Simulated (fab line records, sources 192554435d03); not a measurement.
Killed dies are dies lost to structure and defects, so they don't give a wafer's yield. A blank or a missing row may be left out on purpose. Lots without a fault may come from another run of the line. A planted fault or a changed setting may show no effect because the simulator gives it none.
Problem report in the 8D (eight disciplines) form, filled by code | flow n5_finfet | the parts of the form that need people (team, actions taken, sign-off) are left out

1. THE PROBLEM
killed_at_M4_up at N5_PASSIVATION_PROBE_49 reads a mean of 1093 on 9 wafers of 3 lots; wafers without a fault read 15 with a standard deviation of 5.6. That is +99 or more standard deviations from the usual mean.
First seen on wafer L483.3, day 16 09:54, on prober-02. The record holds 18 wafers of 6 lots with a number at this step. Rule for "out", or "out of limits": more than 4 standard deviations from the usual mean. The other wafers with a number count as sound.

2. WHAT IT IS AND WHAT IT IS NOT
question                    | is                                                                                                                  | is not
which readings at this step | killed_at_M4_up, defect_limited_yield, killed_dies, killed_on_rim, sort_bin_5_function, sort_n_pass, sort_yield_pct | killed_at_M0_to_M3, killed_at_contacts, killed_at_other, killed_open, sort_bin_8_speed
which lots                  | L483, L484, L485                                                                                                    | L468, L482, L489
which wafers of those lots  | all that have a number                                                                                              | -
read on which tools         | prober-01, prober-02                                                                                                | -
when                        | from day 16 09:54                                                                                                   | up to then (3 sound wafers); but 6 sound wafers of L482, L489 came after

3. SUSPECTS, AND WHAT RULES EACH OUT
Counting: a tool at a process step up to the reading stays a suspect if it ran every lot that is out and no sound lot after the first of them.
- rie_diel-05 at N5_BEOL_M9_ETCH_65 (etches SiARC in CF4, target depth 15.6 nm, time 26 s): kept. It ran every lot that is out, first L483 (day 13 20:10), and no sound lot after that; its last sound lot up to then is L468 (day 10 10:13).
- rie_diel-05 at N5_BEOL_M9_STRIP_36 (strips in N2/H2): kept. It ran every lot that is out, first L483 (day 13 20:21), and no sound lot after that; its last sound lot up to then is L468 (day 10 10:24).
Left after counting: rie_diel-05 at N5_BEOL_M9_ETCH_65, rie_diel-05 at N5_BEOL_M9_STRIP_36.

4. THE CAUSE (what the simulator had put in)
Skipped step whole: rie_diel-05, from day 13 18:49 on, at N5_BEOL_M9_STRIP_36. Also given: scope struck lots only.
Counting left 2 suspects, and this tool is among them.

5. THE CHAIN OF EFFECTS, in route order
Each row: a reading whose mean over the struck wafers that have a number lies more than 3 standard deviations from the usual. Only readings for which the record gives a usual standard deviation are gone through. hours: the time from each lot's start at the first step in this table that gives one to its start at this step, as a median over the lots. sigmas: the change in usual standard deviations.
hours | step                    | reading              | usual  | on struck wafers | change | sigmas
0     | N5_PASSIVATION_PROBE_49 | defect_limited_yield | 91.4 % | 0.0              | -91.4  | -61
0     | N5_PASSIVATION_PROBE_49 | killed_at_M4_up      | 15     | 1093             | +1078  | +99 or more
0     | N5_PASSIVATION_PROBE_49 | killed_dies          | 102    | 1180             | +1078  | +63
0     | N5_PASSIVATION_PROBE_49 | killed_on_rim        | 14     | 152              | +138   | +31
0     | N5_PASSIVATION_PROBE_49 | sort_bin_5_function  | 5.1 %  | 96.4             | +91.3  | +95
0     | N5_PASSIVATION_PROBE_49 | sort_n_pass          | 1078   | 0                | -1078  | -60
0     | N5_PASSIVATION_PROBE_49 | sort_yield_pct       | 91.3 % | 0.0              | -91.3  | -61
The process steps in it:
- N5_PASSIVATION_PROBE_49
Readings that are blank on the struck wafers while sound wafers have them: bias_power_w at N5_BEOL_M9_STRIP_36; chamber_pressure_mTorr at N5_BEOL_M9_STRIP_36; drypump_motor_current_A at N5_BEOL_M9_STRIP_36; oes_product_au at N5_BEOL_M9_STRIP_36; rf_vpp_V at N5_BEOL_M9_STRIP_36; showerhead_plenum_p_Torr at N5_BEOL_M9_STRIP_36; throttle_valve_pct at N5_BEOL_M9_STRIP_36.

6. WHAT WOULD HAVE CAUGHT IT SOONER
In this record the first reading out of limits was taken at day 16 09:54, 63 hours after the fault began at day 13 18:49.
At N5_BEOL_M9_STRIP_36 the tool's readings are blank on the struck wafers, where sound wafers have them: an empty tool record is the first sign, and it was there at once.
All the lots that are out (3) had begun N5_BEOL_M9_STRIP_36 on rie_diel-05 by day 16 09:54. A hold on the tool at that time would have spared none of them.
